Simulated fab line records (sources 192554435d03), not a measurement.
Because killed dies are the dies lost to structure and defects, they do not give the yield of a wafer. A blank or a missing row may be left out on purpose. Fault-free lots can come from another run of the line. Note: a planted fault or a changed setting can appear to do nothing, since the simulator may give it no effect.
fab line records + flow n5Finfet
record:
- lots: 7
- wafers: 39
route steps=1938 shown BEOL_M9@1446 BEOL_M15@1808
startH: hours from the record's first day to the start of the lot's first wafer shown + waitH: how many hours have passed since the lot's step before this one + " identical to the entry in the row above + L1.1+2: one row covering several wafers at once + - either no value or no given start + * or withheld: withheld + < > ~ a bound
route shown NAME@n: a module of which the file shows steps, and the number in the route of the first + usual: mean/standard deviation of fault-free wafers + same: alike in all rows + chamber/n: place in a boat + sites: the reading at each site + _std_site: standard deviation across them + _edge_site: the outer-site mean with the inner-site mean subtracted + radiusMm: how far each site lies from the wafer's centre + mask NAME#n: copy n + behind: the last tool/chamber to shape the wafer + hold: reason for holding the lot/hours on hold/outcome of the hold + device: the n, p or np transistor that did not switch + end of line: the same wafers' tests at the end of the route + where a step has no rows: the recipe by itself + killed: not the wafer's yield, but the dies lost to structure and defects at the first sort + map: dies across one wafer; x = killed, . = not, _ = none there
set.NAME: the setting the step ran with; set.NAME@STEP: the setting that earlier step ran with + model.NAME: the simulator's own value behind a step, which no gauge read
lots with deliberately changed settings; one table per step, one row per wafer
== steps ==
step: N5_BEOL_M9_TRENCH_ETCH_37
recipe:
- chemistry: C4F6/O2
- targetDepthA: 1514.3
- target: SiCOH_lowk
- timeS: 49
- ionEnergyEv: 250
- pressureMtorr: 30
- sourceW: 345
- biasW: 185
- Ar_flow_sccm: 300
- C4F6_flow_sccm: 10
- O2_flow_sccm: 10
| lot.wafer | tool       | chamber | startH | waitH | set.targetDepthA | model.etch.depthNm | model.BEOL_M9.featureDepthNm | model.TiN_of_BEOL_M9_HM_DEP_02.thkNm |
|-----------|------------|---------|--------|-------|------------------|--------------------|------------------------------|--------------------------------------|
| L078.1    | rieDiel-02 | 3       | -      | -     | 1514.3           | 145.4              | 145.4                        | 16.4                                 |
| L078.2    | "          | 2       | "      | "     | 1514.3           | 150.7              | 150.8                        | 16                                   |
| L078.3    | "          | 1       | "      | "     | 1514.3           | 150.9              | 151                          | 15.8                                 |
| L078.4    | "          | 0       | "      | "     | 690.4            | 69.29              | 69.2                         | 18.2                                 |
| L078.5    | "          | 0       | "      | "     | 690.4            | 69.21              | 69.2                         | 18.2                                 |
| L078.6    | "          | 3       | "      | "     | 690.4            | 67.02              | 67                           | 18.4                                 |
| L081.1    | rieDiel-02 | 2       | -      | -     | 1514.3           | 150.8              | 150.8                        | 16                                   |
| L081.2    | "          | 0       | "      | "     | 1893             | 192.6              | 192.6                        | 14.4                                 |
| L081.3    | "          | 3       | "      | "     | 1514.3           | 146.7              | 146.6                        | 15.8                                 |
| L081.4    | "          | 1       | "      | "     | 1893             | 188.2              | 188.2                        | 14.6                                 |
| L081.5    | "          | 1       | "      | "     | 1893             | 187.5              | 187.6                        | 14.6                                 |
| L081.6    | "          | 2       | "      | "     | 1514.3           | 149.1              | 149                          | 15.8                                 |
| L088.1    | rieDiel-05 | 0       | -      | -     | 1514.3           | 151.4              | 151.4                        | 15.8                                 |
| L088.2    | "          | 1       | "      | "     | 1514.3           | 147.8              | 147.8                        | 16                                   |
| L088.3    | "          | 2       | "      | "     | 1514.3           | 145.7              | 145.6                        | 16.2                                 |
| L088.4    | "          | 1       | "      | "     | 1514.3           | 146.9              | 147                          | 15.8                                 |
| L088.5    | "          | 0       | "      | "     | 1514.3           | 150.3              | 150.2                        | 15.8                                 |
| L088.6    | "          | 2       | "      | "     | 1514.3           | 145.6              | 145.6                        | 16.2                                 |
| L089.1    | rieDiel-01 | 1       | -      | -     | 1514.3           | 153.3              | 153.2                        | 15.4                                 |
| L089.2    | "          | 3       | "      | "     | 1514.3           | 153.8              | 153.8                        | 15.8                                 |
| L089.3    | "          | 0       | "      | "     | 1514.3           | 150.7              | 150.6                        | 15.4                                 |
| L089.4    | "          | 2       | "      | "     | 1514.3           | 148                | 148                          | 15.8                                 |
| L089.5    | "          | 3       | "      | "     | 1514.3           | 154.1              | 154.2                        | 15.8                                 |
| L089.6    | "          | 2       | "      | "     | 1514.3           | 149.6              | 149.6                        | 15.4                                 |
| L092.1    | rieDiel-01 | 3       | -      | -     | 1514.3           | 152                | 152                          | 15.6                                 |
| L092.2    | "          | 2       | "      | "     | 1514.3           | 147.8              | 147.8                        | 15.8                                 |
| L092.3    | "          | 1       | "      | "     | 1514.3           | 149.6              | 149.6                        | 15.4                                 |
| L092.4    | "          | 0       | "      | "     | 1986             | 193.4              | 193.4                        | 14.6                                 |
| L092.5    | "          | 3       | "      | "     | 1986             | 197.8              | 197.8                        | 14.4                                 |
| L092.6    | "          | 0       | "      | "     | 1986             | 192.7              | 192.6                        | 14.2                                 |
| L093.1    | rieDiel-01 | 1       | -      | -     | 1514.3           | 150.8              | 150.8                        | 15.6                                 |
| L093.2    | "          | 0       | "      | "     | 1514.3           | 147.5              | 147.6                        | 15.8                                 |
| L093.3    | "          | 2       | "      | "     | 1514.3           | 145.5              | 145.6                        | 15.6                                 |
| L093.4    | "          | 3       | "      | "     | 1514.3           | 150.2              | 150.2                        | 15.8                                 |
| L093.5    | "          | 3       | "      | "     | 1514.3           | 151                | 151                          | 15.8                                 |
| L093.6    | "          | 0       | "      | "     | 1514.3           | 148.1              | 148                          | 15.8                                 |
| L096.3    | rieDiel-05 | 0       | -      | -     | 1514.3           | 152.2              | 152.2                        | 16.2                                 |
| L096.4    | "          | 2       | "      | "     | 1514.3           | 149                | 149                          | 16.2                                 |
| L096.5    | "          | 1       | "      | "     | 1514.3           | 148.5              | 148.4                        | 16                                   |
step: N5_BEOL_M9_ETCH_41
recipe:
- chemistry: CH3F/O2
- target: SiCN
- targetDepthA: 366
- taperDeg: 2
- timeS: 70.1
- ionEnergyEv: 120
- maskMaterial: TiN
- pressureMtorr: 30
- sourceW: 395
- biasW: 75
- Ar_flow_sccm: 150
- CH3F_flow_sccm: 30
- O2_flow_sccm: 20
step: N5_BEOL_M9_STRIP_80
recipe:
- chemistry: N2/H2
- timeS: 10
- powerW: 450
- tempC: 40
- pressureMtorr: 20
- rfFrequencyHz: 6e+07
- biasPowerW: 7
- n2FlowSccm: 200
- h2FlowSccm: 200
step: N5_BEOL_M9_OCD_MEAS_38
usual:
- trenchDepthNm: 149.9/2.5
| lot.wafer | tool   | chamber | startH | waitH | set.targetDepthA@BEOL_M9_TRENCH_ETCH_37 | trenchDepthNm |
|-----------|--------|---------|--------|-------|-----------------------------------------|---------------|
| L078.1    | ocd-02 | -       | 230.45 | -     | 1514.3                                  | 144.9         |
| L078.2    | "      | -       | "      | "     | 1514.3                                  | 150.7         |
| L078.3    | "      | -       | "      | "     | 1514.3                                  | 151.0         |
| L078.4    | "      | -       | "      | "     | 690.4                                   | 69.0          |
| L078.5    | "      | -       | "      | "     | 690.4                                   | 69.0          |
| L078.6    | "      | -       | "      | "     | 690.4                                   | 67.3          |
| L081.1    | ocd-02 | -       | 255.99 | -     | 1514.3                                  | 151.2         |
| L081.2    | "      | -       | "      | "     | 1893                                    | 193.2         |
| L081.3    | "      | -       | "      | "     | 1514.3                                  | 146.9         |
| L081.4    | "      | -       | "      | "     | 1893                                    | 188.5         |
| L081.5    | "      | -       | "      | "     | 1893                                    | 187.4         |
| L081.6    | "      | -       | "      | "     | 1514.3                                  | 149.8         |
| L088.1    | ocd-01 | -       | 293.19 | -     | 1514.3                                  | 151.6         |
| L088.2    | "      | -       | "      | "     | 1514.3                                  | 147.8         |
| L088.3    | "      | -       | "      | "     | 1514.3                                  | 145.7         |
| L088.4    | "      | -       | "      | "     | 1514.3                                  | 147.2         |
| L088.5    | "      | -       | "      | "     | 1514.3                                  | 150.1         |
| L088.6    | "      | -       | "      | "     | 1514.3                                  | 145.9         |
| L089.1    | ocd-01 | -       | 313.23 | -     | 1514.3                                  | 152.9         |
| L089.2    | "      | -       | "      | "     | 1514.3                                  | 153.8         |
| L089.3    | "      | -       | "      | "     | 1514.3                                  | 150.7         |
| L089.4    | "      | -       | "      | "     | 1514.3                                  | 147.6         |
| L089.5    | "      | -       | "      | "     | 1514.3                                  | 154.1         |
| L089.6    | "      | -       | "      | "     | 1514.3                                  | 149.3         |
| L092.1    | ocd-02 | -       | 328.53 | -     | 1514.3                                  | 152.3         |
| L092.2    | "      | -       | "      | "     | 1514.3                                  | 147.5         |
| L092.3    | "      | -       | "      | "     | 1514.3                                  | 149.7         |
| L092.4    | "      | -       | "      | "     | 1986                                    | 193.2         |
| L092.5    | "      | -       | "      | "     | 1986                                    | 198.2         |
| L092.6    | "      | -       | "      | "     | 1986                                    | 192.8         |
| L093.1    | ocd-02 | -       | 339.30 | -     | 1514.3                                  | 150.2         |
| L093.2    | "      | -       | "      | "     | 1514.3                                  | 147.8         |
| L093.3    | "      | -       | "      | "     | 1514.3                                  | 145.5         |
| L093.4    | "      | -       | "      | "     | 1514.3                                  | 150.1         |
| L093.5    | "      | -       | "      | "     | 1514.3                                  | 150.8         |
| L093.6    | "      | -       | "      | "     | 1514.3                                  | 148.1         |
| L096.3    | ocd-01 | -       | 354.40 | -     | 1514.3                                  | 151.6         |
| L096.4    | "      | -       | "      | "     | 1514.3                                  | 149.3         |
| L096.5    | "      | -       | "      | "     | 1514.3                                  | 148.3         |
step: N5_BEOL_M9_HM_STRIP_39
recipe:
- chemistry: peroxideTinStrip
- material: TiN
- targetDepthA: 250
- tempC: 50
- timeS: 158
step: N5_BEOL_M9_SRD_40
recipe:
- timeS: 30
- tempC: 23
- rinseLiquid: diw
- dry: ipaMarangoni
step: N5_BEOL_M9_ECD_50
recipe:
- material: Cu
- targetThkA: 3180
step: N5_BEOL_M9_ANNEAL_51
recipe:
- tempC: 225
- timeS: 90
- ambient: N2
step: N5_BEOL_M9_CMP_52
recipe:
- stopOn: SiCOH_lowk
- tOverpolishS: 7
- downForcePsi: 1
- platenRpm: 50
- clearingPlatenDownForcePsi: 1.5
- clearingPlatenRpm: 50
- postCmpClean: cuAlkaline
- targetThkNm: 140
- clearingPlatenPadVelocityMS: 0.99484
- padVelocityMS: 0.99484
| lot.wafer | tool   | chamber | startH | waitH | set.targetDepthA@BEOL_M9_TRENCH_ETCH_37 | model.Cu_of_BEOL_M9_ECD_50.thkNm |
|-----------|--------|---------|--------|-------|-----------------------------------------|----------------------------------|
| L078.1    | cmp-03 | 1       | 233.24 | 0.3   | 1514.3                                  | 133.4                            |
| L078.4+5  | "      | 2,1     | "      | "     | 690.4                                   | 57.2                             |
| L078.3    | "      | 3       | "      | "     | 1514.3                                  | 138.2                            |
| L078.2    | "      | 0       | "      | "     | 1514.3                                  | 139.2                            |
| L078.6    | "      | 2       | "      | "     | 690.4                                   | 55.8                             |
| L081.4    | cmp-02 | 1       | 258.10 | 0.1   | 1893                                    | 175.6                            |
| L081.1    | "      | 2       | "      | "     | 1514.3                                  | 137.6                            |
| L081.3    | "      | 3       | "      | "     | 1514.3                                  | 132.8                            |
| L081.2    | "      | 0       | "      | "     | 1893                                    | 179                              |
| L081.5    | "      | 1       | "      | "     | 1893                                    | 174.4                            |
| L081.6    | "      | 2       | "      | "     | 1514.3                                  | 136.2                            |
| L088.2    | cmp-02 | 0       | 295.53 | 0.2   | 1514.3                                  | 135.8                            |
| L088.3    | "      | 1       | "      | "     | 1514.3                                  | 134                              |
| L088.4    | "      | 2       | "      | "     | 1514.3                                  | 132.6                            |
| L088.1    | "      | 3       | "      | "     | 1514.3                                  | 138.2                            |
| L088.6    | "      | 0       | "      | "     | 1514.3                                  | 133.8                            |
| L088.5    | "      | 1       | "      | "     | 1514.3                                  | 137.8                            |
| L089.2+5  | cmp-02 | 1       | 315.23 | 0.2   | 1514.3                                  | 142.4                            |
| L089.3+1  | "      | 2,3     | "      | "     | 1514.3                                  | 139.2                            |
| L089.4    | "      | 0       | "      | "     | 1514.3                                  | 136                              |
| L089.6    | "      | 2       | "      | "     | 1514.3                                  | 137                              |
| L092.4    | cmp-04 | 1       | 330.40 | 0.1   | 1986                                    | 180.8                            |
| L092.2    | "      | 2       | "      | "     | 1514.3                                  | 134.4                            |
| L092.3    | "      | 3       | "      | "     | 1514.3                                  | 138                              |
| L092.1    | "      | 0       | "      | "     | 1514.3                                  | 140.2                            |
| L092.6    | "      | 1       | "      | "     | 1986                                    | 180                              |
| L092.5    | "      | 2       | "      | "     | 1986                                    | 185.4                            |
| L093.1    | cmp-04 | 1       | 341.69 | 0.3   | 1514.3                                  | 137                              |
| L093.4    | "      | 2       | "      | "     | 1514.3                                  | 137.2                            |
| L093.3    | "      | 3       | "      | "     | 1514.3                                  | 133.2                            |
| L093.2    | "      | 0       | "      | "     | 1514.3                                  | 135.6                            |
| L093.5    | "      | 1       | "      | "     | 1514.3                                  | 137.8                            |
| L093.6    | "      | 2       | "      | "     | 1514.3                                  | 136.6                            |
| L096.3    | cmp-02 | 1       | 356.75 | 0.2   | 1514.3                                  | 140.2                            |
| L096.4    | "      | 3       | "      | "     | 1514.3                                  | 136.8                            |
| L096.5    | "      | 0       | "      | "     | 1514.3                                  | 136.4                            |
step: N5_BEOL_M9_THK_MEAS_53
recipe:
- thkMeasGauge: xrf
- reads: Cu_of_BEOL_M9_ECD_50
usual:
- M9_THK: 137.4/2.8
| lot.wafer | tool         | chamber | startH | waitH | set.targetDepthA@BEOL_M9_TRENCH_ETCH_37 | M9_THK[nm] |
|-----------|--------------|---------|--------|-------|-----------------------------------------|------------|
| L078.1    | filmMetro-01 | -       | 233.53 | -     | 1514.3                                  | 133.1      |
| L078.2    | "            | -       | "      | "     | 1514.3                                  | 139.0      |
| L078.3    | "            | -       | "      | "     | 1514.3                                  | 137.8      |
| L078.4    | "            | -       | "      | "     | 690.4                                   | 57.2       |
| L078.5    | "            | -       | "      | "     | 690.4                                   | 57.1       |
| L078.6    | "            | -       | "      | "     | 690.4                                   | 55.9       |
| L081.1    | filmMetro-01 | -       | 258.40 | -     | 1514.3                                  | 137.4      |
| L081.2    | "            | -       | "      | "     | 1893                                    | 179.1      |
| L081.3    | "            | -       | "      | "     | 1514.3                                  | 132.6      |
| L081.4    | "            | -       | "      | "     | 1893                                    | 175.1      |
| L081.5    | "            | -       | "      | "     | 1893                                    | 173.5      |
| L081.6    | "            | -       | "      | "     | 1514.3                                  | 135.3      |
| L088.1    | filmMetro-01 | -       | 295.83 | -     | 1514.3                                  | 137.3      |
| L088.2    | "            | -       | "      | "     | 1514.3                                  | 135.4      |
| L088.3    | "            | -       | "      | "     | 1514.3                                  | 133.3      |
| L088.4    | "            | -       | "      | "     | 1514.3                                  | 132.0      |
| L088.5    | "            | -       | "      | "     | 1514.3                                  | 137.3      |
| L088.6    | "            | -       | "      | "     | 1514.3                                  | 133.3      |
| L089.1    | filmMetro-01 | -       | 315.52 | -     | 1514.3                                  | 136.4      |
| L089.2    | "            | -       | "      | "     | 1514.3                                  | 139.8      |
| L089.3    | "            | -       | "      | "     | 1514.3                                  | 136.5      |
| L089.4    | "            | -       | "      | "     | 1514.3                                  | 133.8      |
| L089.5    | "            | -       | "      | "     | 1514.3                                  | 139.7      |
| L089.6    | "            | -       | "      | "     | 1514.3                                  | 134.0      |
| L092.1    | filmMetro-01 | -       | 330.70 | -     | 1514.3                                  | 139.6      |
| L092.2    | "            | -       | "      | "     | 1514.3                                  | 134.1      |
| L092.3    | "            | -       | "      | "     | 1514.3                                  | 138.1      |
| L092.4    | "            | -       | "      | "     | 1986                                    | 179.3      |
| L092.5    | "            | -       | "      | "     | 1986                                    | 184.0      |
| L092.6    | "            | -       | "      | "     | 1986                                    | 179.5      |
| L093.1    | filmMetro-01 | -       | 341.98 | -     | 1514.3                                  | 136.6      |
| L093.2    | "            | -       | "      | "     | 1514.3                                  | 135.2      |
| L093.3    | "            | -       | "      | "     | 1514.3                                  | 132.6      |
| L093.4    | "            | -       | "      | "     | 1514.3                                  | 136.6      |
| L093.5    | "            | -       | "      | "     | 1514.3                                  | 137.1      |
| L093.6    | "            | -       | "      | "     | 1514.3                                  | 136.1      |
| L096.3    | filmMetro-02 | -       | 357.01 | -     | 1514.3                                  | 141.2      |
| L096.4    | "            | -       | "      | "     | 1514.3                                  | 137.2      |
| L096.5    | "            | -       | "      | "     | 1514.3                                  | 137.5      |
step: N5_BEOL_M9_PRE_CLEAN_55
recipe:
- gas: NH3
- timeS: 15
- tempC: withheld
- rfPowerW: 300
step: N5_BEOL_M9_DEP_56
recipe:
- material: SiCN
- targetThkA: 150
- tempC: withheld
- precursor: 3MS/NH3
- pressureTorr: 3
- rfW: 202
- timeS: 26.5
step: N5_BEOL_M9_RS_MEAS_57
recipe:
- thkMeasGauge: four-point-probe
- reads: Cu_of_BEOL_M9_ECD_50+Co_of_BEOL_M9_CVD_78+TaN_of_BEOL_M9_ALD_74
usual:
- M9_RS: 0.153/0.0033
| lot.wafer | tool         | chamber | startH | waitH | set.targetDepthA@BEOL_M9_TRENCH_ETCH_37 | M9_RS[ohm/sq] |
|-----------|--------------|---------|--------|-------|-----------------------------------------|---------------|
| L078.1    | filmMetro-02 | -       | 233.67 | 0.1   | 1514.3                                  | 0.159         |
| L078.2    | "            | -       | "      | "     | 1514.3                                  | 0.152         |
| L078.3    | "            | -       | "      | "     | 1514.3                                  | 0.153         |
| L078.4    | "            | -       | "      | "     | 690.4                                   | 0.428         |
| L078.5    | "            | -       | "      | "     | 690.4                                   | 0.426         |
| L078.6    | "            | -       | "      | "     | 690.4                                   | 0.439         |
| L081.1    | filmMetro-01 | -       | 258.53 | 0.1   | 1514.3                                  | 0.154         |
| L081.2    | "            | -       | "      | "     | 1893                                    | 0.115         |
| L081.3    | "            | -       | "      | "     | 1514.3                                  | 0.160         |
| L081.4    | "            | -       | "      | "     | 1893                                    | 0.118         |
| L081.5    | "            | -       | "      | "     | 1893                                    | 0.118         |
| L081.6    | "            | -       | "      | "     | 1514.3                                  | 0.155         |
| L088.1    | filmMetro-01 | -       | 295.96 | 0.1   | 1514.3                                  | 0.153         |
| L088.2    | "            | -       | "      | "     | 1514.3                                  | 0.156         |
| L088.3    | "            | -       | "      | "     | 1514.3                                  | 0.158         |
| L088.4    | "            | -       | "      | "     | 1514.3                                  | 0.160         |
| L088.5    | "            | -       | "      | "     | 1514.3                                  | 0.153         |
| L088.6    | "            | -       | "      | "     | 1514.3                                  | 0.158         |
| L089.1    | filmMetro-01 | -       | 315.66 | 0.1   | 1514.3                                  | 0.152         |
| L089.2    | "            | -       | "      | "     | 1514.3                                  | 0.148         |
| L089.3    | "            | -       | "      | "     | 1514.3                                  | 0.152         |
| L089.4    | "            | -       | "      | "     | 1514.3                                  | 0.155         |
| L089.5    | "            | -       | "      | "     | 1514.3                                  | 0.148         |
| L089.6    | "            | -       | "      | "     | 1514.3                                  | 0.154         |
| L092.1    | filmMetro-01 | -       | 330.83 | 0.1   | 1514.3                                  | 0.150         |
| L092.2    | "            | -       | "      | "     | 1514.3                                  | 0.158         |
| L092.3    | "            | -       | "      | "     | 1514.3                                  | 0.153         |
| L092.4    | "            | -       | "      | "     | 1986                                    | 0.114         |
| L092.5    | "            | -       | "      | "     | 1986                                    | 0.111         |
| L092.6    | "            | -       | "      | "     | 1986                                    | 0.115         |
| L093.1    | filmMetro-01 | -       | 342.12 | 0.1   | 1514.3                                  | 0.154         |
| L093.2    | "            | -       | "      | "     | 1514.3                                  | 0.156         |
| L093.3    | "            | -       | "      | "     | 1514.3                                  | 0.159         |
| L093.4    | "            | -       | "      | "     | 1514.3                                  | 0.154         |
| L093.5    | "            | -       | "      | "     | 1514.3                                  | 0.153         |
| L093.6    | "            | -       | "      | "     | 1514.3                                  | 0.155         |
| L096.3    | filmMetro-02 | -       | 357.15 | 0.1   | 1514.3                                  | 0.151         |
| L096.4    | "            | -       | "      | "     | 1514.3                                  | 0.155         |
| L096.5    | "            | -       | "      | "     | 1514.3                                  | 0.155         |
step: N5_BEOL_M15_ETCH_61
recipe:
- chemistry: N2/H2
- target: BARC
- targetDepthA: 890
- overetchA: 267
- timeS: 67.9
- ionEnergyEv: 200
- pressureMtorr: 30
- sourceW: 840
- biasW: 150
- n2FlowSccm: 200
- h2FlowSccm: 200
| lot.wafer | tool       | chamber | startH | waitH | set.timeS | model.etch.depthNm | model.coat_of_BEOL_M15_COAT_22.thkNm | model.BEOL_M15.cdNm |
|-----------|------------|---------|--------|-------|-----------|--------------------|--------------------------------------|---------------------|
| L078.1    | rieDiel-05 | 0       | 273.01 | 0.0   | 67.9      | 89.34              | 715.8                                | 399.6               |
| L078.2    | "          | 3       | "      | "     | 67.9      | 89.28              | 717.2                                | 402                 |
| L078.3    | "          | 1       | "      | "     | 67.9      | 89.5               | 717.4                                | 399.2               |
| L078.4    | "          | 2       | "      | "     | 67.9      | 89.45              | 717.6                                | 399.4               |
| L078.5    | "          | 0       | "      | "     | 67.9      | 89.35              | 717.8                                | 400                 |
| L078.6    | "          | 1       | "      | "     | 67.9      | 89.58              | 719                                  | 400                 |
| L081.1    | rieDiel-02 | 2       | 291.46 | 0.0   | 106.6     | 89.53              | 686.2                                | 409                 |
| L081.2    | "          | 3       | "      | "     | 106.6     | 89.57              | 686.2                                | 410.4               |
| L081.3    | "          | 1       | "      | "     | 106.6     | 89.6               | 685.2                                | 410.6               |
| L081.4    | "          | 0       | "      | "     | 67.9      | 89.92              | 722.6                                | 401                 |
| L081.5    | "          | 3       | "      | "     | 67.9      | 89.72              | 724                                  | 402                 |
| L081.6    | "          | 0       | "      | "     | 67.9      | 89.89              | 718.6                                | 399.6               |
| L088.1    | rieDiel-01 | 1       | 340.71 | 0.0   | 67.9      | 88.97              | 717.4                                | 399.8               |
| L088.2    | "          | 3       | "      | "     | 67.9      | 89.18              | 718                                  | 401.6               |
| L088.3    | "          | 2       | "      | "     | 67.9      | 89.03              | 716.6                                | 398.2               |
| L088.4    | "          | 0       | "      | "     | 67.9      | 89.38              | 714.6                                | 399.8               |
| L088.5    | "          | 1       | "      | "     | 67.9      | 88.99              | 717.8                                | 399.2               |
| L088.6    | "          | 0       | "      | "     | 67.9      | 88.69              | 714.6                                | 401.2               |
| L089.1    | rieDiel-02 | 0       | 359.58 | 0.0   | 67.9      | 88.55              | 714.4                                | 401.8               |
| L089.2    | "          | 2       | "      | "     | 56.59     | 88.17              | 725.4                                | 397.8               |
| L089.3    | "          | 1       | "      | "     | 56.59     | 88.28              | 727.4                                | 400.6               |
| L089.4    | "          | 2       | "      | "     | 67.9      | 88.4               | 713.8                                | 399.6               |
| L089.5    | "          | 0       | "      | "     | 56.59     | 88.4               | 727.2                                | 397                 |
| L089.6    | "          | 1       | "      | "     | 67.9      | 88.35              | 716.4                                | 401.6               |
| L092.1    | rieDiel-05 | 2       | 373.21 | 0.0   | 67.9      | 88.85              | 720.2                                | 398.2               |
| L092.2    | "          | 3       | "      | "     | 51.72     | 89.14              | 732.8                                | 394                 |
| L092.3    | "          | 1       | "      | "     | 51.72     | 85.47              | 736.2                                | 393.2               |
| L092.4    | "          | 1       | "      | "     | 51.72     | 84.96              | 737.8                                | 392                 |
| L092.5    | "          | 2       | "      | "     | 67.9      | 89.02              | 722.2                                | 397.6               |
| L092.6    | "          | 3       | "      | "     | 67.9      | 88.9               | 717.8                                | 399.2               |
| L093.1    | rieDiel-02 | 3       | 383.69 | 0.0   | 67.9      | 89                 | 717.6                                | 398.4               |
| L093.2    | "          | 1       | "      | "     | 32.33     | 55.66              | 751.6                                | 393.6               |
| L093.3    | "          | 2       | "      | "     | 67.9      | 88.98              | 716.2                                | 399.4               |
| L093.4    | "          | 0       | "      | "     | 32.33     | 57.16              | 751.2                                | 391.8               |
| L093.5    | "          | 0       | "      | "     | 32.33     | 56.97              | 751.2                                | 390.8               |
| L093.6    | "          | 1       | "      | "     | 67.9      | 89.02              | 718.4                                | 401.4               |
| L096.3    | rieDiel-01 | 0       | 398.48 | 0.0   | 67.9      | 88.83              | 713.6                                | 400.4               |
| L096.4    | "          | 1       | "      | "     | 67.9      | 89.16              | 715                                  | 400.6               |
| L096.5    | "          | 3       | "      | "     | 67.9      | 88.9               | 716.2                                | 400.8               |
step: N5_BEOL_M15_TRENCH_ETCH_34
recipe:
- chemistry: C4F8/O2/Ar
- target: SiO2
- targetDepthA: 8729.3
- heInnerTorr: 15
- heOuterTorr: 30
- timeS: 199
- ionEnergyEv: 800
- pressureMtorr: 20
- sourceW: 1905
- biasW: 2040
- Ar_flow_sccm: 400
- C4F8_flow_sccm: 16
- O2_flow_sccm: 12
| lot.wafer | tool       | chamber | startH | waitH | set.timeS@BEOL_M15_ETCH_61 | model.coat_of_BEOL_M15_COAT_22.thkNm | model.BEOL_M15.cdNm |
|-----------|------------|---------|--------|-------|----------------------------|--------------------------------------|---------------------|
| L078.1    | rieDiel-05 | 0       | 273.07 | 0.0   | 67.9                       | 543.2                                | 399.2               |
| L078.2    | "          | 3       | "      | "     | 67.9                       | 542.8                                | 401.4               |
| L078.3    | "          | 1       | "      | "     | 67.9                       | 547                                  | 399.8               |
| L078.4    | "          | 2       | "      | "     | 67.9                       | 550.2                                | 399.8               |
| L078.5    | "          | 0       | "      | "     | 67.9                       | 543.4                                | 399.8               |
| L078.6    | "          | 1       | "      | "     | 67.9                       | 549.4                                | 400.2               |
| L081.1    | rieDiel-02 | 2       | 291.51 | 0.0   | 106.6                      | 515.6                                | 408.6               |
| L081.2    | "          | 3       | "      | "     | 106.6                      | 517                                  | 410.4               |
| L081.3    | "          | 1       | "      | "     | 106.6                      | 514.4                                | 410.4               |
| L081.4    | "          | 0       | "      | "     | 67.9                       | 544.4                                | 401.8               |
| L081.5    | "          | 3       | "      | "     | 67.9                       | 554.4                                | 402.2               |
| L081.6    | "          | 0       | "      | "     | 67.9                       | 541.4                                | 400.8               |
| L088.1    | rieDiel-01 | 1       | 340.76 | 0.0   | 67.9                       | 543.6                                | 400                 |
| L088.2    | "          | 3       | "      | "     | 67.9                       | 536.8                                | 401.4               |
| L088.3    | "          | 2       | "      | "     | 67.9                       | 551.2                                | 398                 |
| L088.4    | "          | 0       | "      | "     | 67.9                       | 537.2                                | 400.8               |
| L088.5    | "          | 1       | "      | "     | 67.9                       | 544.2                                | 400                 |
| L088.6    | "          | 0       | "      | "     | 67.9                       | 536.6                                | 402.2               |
| L089.1    | rieDiel-02 | 0       | 359.63 | 0.0   | 67.9                       | 536.8                                | 402.2               |
| L089.2    | "          | 2       | "      | "     | 56.59                      | 557                                  | 397.4               |
| L089.3    | "          | 1       | "      | "     | 56.59                      | 558.4                                | 400.8               |
| L089.4    | "          | 2       | "      | "     | 67.9                       | 545                                  | 399.6               |
| L089.5    | "          | 0       | "      | "     | 56.59                      | 550.4                                | 397.6               |
| L089.6    | "          | 1       | "      | "     | 67.9                       | 546.8                                | 401.8               |
| L092.1    | rieDiel-05 | 2       | 373.26 | 0.0   | 67.9                       | 550.6                                | 399.4               |
| L092.2    | "          | 3       | "      | "     | 51.72                      | 557.2                                | 394.4               |
| L092.3    | "          | 1       | "      | "     | 51.72                      | 568                                  | 393                 |
| L092.4    | "          | 1       | "      | "     | 51.72                      | 569                                  | 392                 |
| L092.5    | "          | 2       | "      | "     | 67.9                       | 554.2                                | 398.2               |
| L092.6    | "          | 3       | "      | "     | 67.9                       | 542.6                                | 399.8               |
| L093.1    | rieDiel-02 | 3       | 383.74 | 0.0   | 67.9                       | 540.6                                | 398.2               |
| L093.2    | "          | 1       | "      | "     | 32.33                      | 580.2                                | 393.2               |
| L093.3    | "          | 2       | "      | "     | 67.9                       | 546.2                                | 399                 |
| L093.4    | "          | 0       | "      | "     | 32.33                      | 572.2                                | 392                 |
| L093.5    | "          | 0       | "      | "     | 32.33                      | 575                                  | 391.6               |
| L093.6    | "          | 1       | "      | "     | 67.9                       | 548.4                                | 401.4               |
| L096.3    | rieDiel-01 | 0       | 398.53 | 0.0   | 67.9                       | 534.6                                | 401.8               |
| L096.4    | "          | 1       | "      | "     | 67.9                       | 543.4                                | 401.6               |
| L096.5    | "          | 3       | "      | "     | 67.9                       | 536.2                                | 401                 |
== key ==
split:
- step: N5_BEOL_M9_TRENCH_ETCH_37
- setting: targetDepthA
- stated: 1514.3
- by: wafer
response:
- step: N5_BEOL_M9_TRENCH_ETCH_37
- reading: model.etch.depthNm
- change: +1.49
- per: 1%
- r: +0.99
response:
- step: N5_BEOL_M9_TRENCH_ETCH_37
- reading: model.BEOL_M9.featureDepthNm
- change: +1.49
- per: 1%
- r: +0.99
response:
- step: N5_BEOL_M9_TRENCH_ETCH_37
- reading: model.TiN_of_BEOL_M9_HM_DEP_02.thkNm
- change: -0.0418
- per: 1%
- r: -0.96
response:
- step: N5_BEOL_M9_OCD_MEAS_38
- reading: trenchDepthNm
- change: +1.49
- per: 1%
- r: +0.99
response:
- step: N5_BEOL_M9_CMP_52
- reading: model.Cu_of_BEOL_M9_ECD_50.thkNm
- change: +1.49
- per: 1%
- r: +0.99
response:
- step: N5_BEOL_M9_THK_MEAS_53
- reading: M9_THK
- change: +1.48
- per: 1%
- r: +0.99
response:
- step: N5_BEOL_M9_RS_MEAS_57
- reading: M9_RS
- change: -0.00379
- per: 1%
- r: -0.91
split:
- step: N5_BEOL_M15_ETCH_61
- setting: timeS
- stated: 67.9
- by: wafer
response:
- step: N5_BEOL_M15_ETCH_61
- reading: model.etch.depthNm
- shape: bent
- atLowest: 56.6
- atStated: 89.12
- atHighest: 89.57
response:
- step: N5_BEOL_M15_ETCH_61
- reading: model.coat_of_BEOL_M15_COAT_22.thkNm
- change: -0.642
- per: 1%
- r: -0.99
response:
- step: N5_BEOL_M15_ETCH_61
- reading: model.BEOL_M15.cdNm
- change: +0.159
- per: 1%
- r: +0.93
response:
- step: N5_BEOL_M15_TRENCH_ETCH_34
- reading: model.coat_of_BEOL_M15_COAT_22.thkNm
- change: -0.579
- per: 1%
- r: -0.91
response:
- step: N5_BEOL_M15_TRENCH_ETCH_34
- reading: model.BEOL_M15.cdNm
- change: +0.151
- per: 1%
- r: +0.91
